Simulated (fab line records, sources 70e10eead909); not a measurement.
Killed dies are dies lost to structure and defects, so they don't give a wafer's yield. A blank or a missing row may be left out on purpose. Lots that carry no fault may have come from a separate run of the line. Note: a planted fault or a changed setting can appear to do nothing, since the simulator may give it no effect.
Chamber matching ; flow nand_harc ; NHARC_A_STAIRCASE_STRIP_476 on rie_diel-10 has 4 sister chambers
The step strips in O2, time 20 s. 4 wafers are shown with their chamber, then 7 later ones without.

== EACH WAFER AND ITS CHAMBER ==
wafer;chamber;showerhead_plenum_p_Torr (Torr)
L092.1;2;3.46
L091.2;3;3.78
L094.2;1;3.56
L094.3;0;3.47

== WAFERS WITHOUT THEIR CHAMBER ==
wafer;showerhead_plenum_p_Torr (Torr)
L094.4;3.46
L095.1;3.56
L095.2;3.77
L095.5;3.56
L096.1;3.45
L096.4;3.47
L096.6;3.47

== EACH ONE'S CHAMBER ==
wafer;from the rows above;in truth
L094.4;can't be placed: 2 or 0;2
L095.1;1;1
L095.2;3;3
L095.5;1;1
L096.1;can't be placed: 2 or 0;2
L096.4;can't be placed: 0 or 2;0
L096.6;can't be placed: 0 or 2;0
Correctly placed: 3 of 7. Not placeable from these rows: 4 (in 4, the candidates include the true chamber). 0 placed wrongly.
How it was worked out, from the rows above alone: a wafer's distance from a chamber is the root of the sum, over the readings, of the square of ((its reading less the chamber's mean) divided by the reading's scatter). The wafer belongs to the nearest chamber; if the next one is less than 2 further off, it can't be placed. For every chamber, the mean is computed from those of its wafers that are shown. The scatter: root of mean squared gap, hidden wafer to nearest shown wafer, with one shown wafer a chamber.
